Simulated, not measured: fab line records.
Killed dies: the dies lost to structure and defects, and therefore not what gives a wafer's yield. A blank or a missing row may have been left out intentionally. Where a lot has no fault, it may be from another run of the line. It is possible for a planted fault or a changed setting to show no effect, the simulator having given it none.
Problem report, 8D (eight disciplines) form, completed by code ; flow nand harc ; the parts of the form that need people (team, actions taken, sign-off) are left out

1. WHAT WENT WRONG
raw defect count at NHARC_A_M1_INSPECT_11 reads a mean of 720 on 2 wafers of 2 lots; wafers without a fault read 32 with a standard deviation of 11. Measured from the usual mean, that is +63 standard deviations.
First observed at day 22 01:36: wafer L288.6, on defect inspect-01. The record holds 36 wafers of 14 lots with a number at this step. Rule for "out", or "out of limits": more than 4 standard deviations from the usual mean. All remaining wafers that have a number are taken as sound.

2. WHAT THIS IS AND IS NOT
question;is;is not
which readings at this step;raw defect count;-
which lots;L287, L288;L271, L272, L273, L274, L275, L277, L278, L279, L280, L283, L289, L294
which wafers of those lots;all that have a number;-
read on which gauges;defect inspect-01, defect inspect-02;-
when;from day 22 01:36;"up to then (27 sound wafers); but 7 sound wafers of L283, L289, L294 came after"

3. WHAT RULES OUT EACH SUSPECT
Counting: a tool stays on the suspect list if, at a process step up to the reading, it processed all lots that are out and no sound lot following the first of them.
- the gauge at NHARC_A_M1_INSPECT_11: ruled out. The wafers that are out were read on 2 gauges (defect inspect-01, defect inspect-02).
- pecvd-02 at NHARC_A_M0_DEP_32 (deposits SiCN, target thk 30 nm): ruled out as a lasting fault. The sound lots L283 went through it after L288, its earliest lot that is out (day 22 00:18).
Left after counting: nothing in the record.

4. THE CAUSE (what the simulator had put in)
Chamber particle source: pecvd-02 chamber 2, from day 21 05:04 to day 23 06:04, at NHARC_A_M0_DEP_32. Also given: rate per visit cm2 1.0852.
The count ruled it out by mistake, since the rule takes a fault to strike every lot its tool runs from the start of the fault on, and this one did not do so.

5. THE EFFECT CHAIN, in route order
Rows list readings where the struck wafers' mean (over those with a number) sits beyond 3 standard deviations from the usual. Scope: only readings with a usual standard deviation given in the record; hours: median across lots of the time from each lot's start at the first step in this table that gives one to its start at this step; sigmas: change in usual standard deviations.
hours;step;reading;usual;on struck wafers;change;sigmas
0;NHARC_A_M1_INSPECT_11;raw defect count;32;720;+688;+63
53;NHARC_END_SORT_01;killed at array;25;87;+62;+7.9
53;NHARC_END_SORT_01;killed dies;29;90;+61;+7.4

6. WHAT WOULD HAVE CAUGHT IT SOONER
The first out-of-limits reading at a measuring or inspecting step in this record came at day 22 01:36, 21 hours after the fault's start at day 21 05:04.
Tool readings at NHARC_A_M0_DEP_32 with a usual standard deviation given in the record: none out on any struck wafer, hence no alarm at a limit of 4 standard deviations on them.
